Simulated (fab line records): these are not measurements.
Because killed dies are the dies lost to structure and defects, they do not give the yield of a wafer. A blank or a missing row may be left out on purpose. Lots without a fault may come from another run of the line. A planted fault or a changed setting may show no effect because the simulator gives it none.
Which of the tools did it? / flow n5Finfet / 11 lots with 31 wafers sampled at 2 steps, on a route of 1938 steps

## WHAT EACH GAUGE READ, for each wafer
N5_PASSIVATION_INSPECT_64: inspects for defects (macro). Usual: rawDefectCount at 2.0, with a standard deviation of 1.3.
lot=L433; measured=day 12 20:25; on=defectInspect-01; rawDefectCount=1 4 4; flag=
lot=L436; measured=day 12 20:58; on=defectInspect-02; rawDefectCount=4 3 0; flag=
lot=L437; measured=day 13 10:11; on=defectInspect-01; rawDefectCount=2 2 1; flag=
lot=L439; measured=day 13 20:05; on=defectInspect-01; rawDefectCount=1 4 6; flag=
lot=L442; measured=day 14 10:47; on=defectInspect-01; rawDefectCount=1 0 2; flag=
lot=L444; measured=day 15 07:47; on=defectInspect-01; rawDefectCount=2 3; flag=
lot=L449; measured=day 16 08:49; on=defectInspect-01; rawDefectCount=4 4 3; flag=
lot=L450; measured=day 16 15:45; on=defectInspect-01; rawDefectCount=2 2 3; flag=
lot=L451; measured=day 16 22:20; on=defectInspect-01; rawDefectCount=1 3; flag=
lot=L455; measured=day 18 00:41; on=defectInspect-01; rawDefectCount=1 2 2; flag=
lot=L454; measured=day 18 01:26; on=defectInspect-01; rawDefectCount=0 2 1; flag=

N5_PASSIVATION_CD_MEAS_44: the cd target is 40000 nm. Usual: cdNm at 40000 nm, with a standard deviation of 3.7.
lot=L433; measured=day 12 22:30; on=cdSem-01; cdNm (nm)=39993 39993 40002; flag=
lot=L436; measured=day 12 22:47; on=cdSem-01; cdNm (nm)=40002 40000 40000; flag=
lot=L437; measured=day 13 12:22; on=cdSem-02; cdNm (nm)=39997 40000 39996; flag=
lot=L439; measured=day 13 22:35; on=cdSem-01; cdNm (nm)=39997 39996 39998; flag=
lot=L442; measured=day 14 12:28; on=cdSem-02; cdNm (nm)=39994 39998 40000; flag=
lot=L444; measured=day 15 09:41; on=cdSem-02; cdNm (nm)=40003 40002; flag=
lot=L449; measured=day 16 10:43; on=cdSem-03; cdNm (nm)=40001 40002 40006; flag=
lot=L450; measured=day 16 17:58; on=cdSem-02; cdNm (nm)=40008 40009 40007; flag=
lot=L451; measured=day 17 00:08; on=cdSem-02; cdNm (nm)=39997 39994; flag=
lot=L455; measured=day 18 02:22; on=cdSem-03; cdNm (nm)=39997 39997 40006; flag=
lot=L454; measured=day 18 03:44; on=cdSem-02; cdNm (nm)=39999 40000 40000; flag=

## WHICH TOOL RAN EACH LOT (tool, then ch and the chambers of the sampled wafers, then the start)
Record: no process step prior to these readings.

## WHAT THE TOOLS THEMSELVES READ (means of the sampled wafers that have a number; where no wafer has one, the mark that the record gives instead)
The record holds no such reading with a usual standard deviation.

## THE ANSWER, worked out from the rows above alone
Rule: a lot counts as off when the mean over its wafers that have a number is more than 3 standard deviations away from the usual mean. Also off: a lot with no number at a reading for which 4 or more lots have one. Where the step has rows for the other lots, those lots are counted as sound. First the gauges in route order, then the tools' own readings, where a lot's mean is used as printed above. At the first step where some lot is off, the reading lying furthest off is the one used; lots without a number count as furthest.
None of the lots is off at any reading shown; this tells nothing.

## WHAT THE SIMULATOR PUT IN
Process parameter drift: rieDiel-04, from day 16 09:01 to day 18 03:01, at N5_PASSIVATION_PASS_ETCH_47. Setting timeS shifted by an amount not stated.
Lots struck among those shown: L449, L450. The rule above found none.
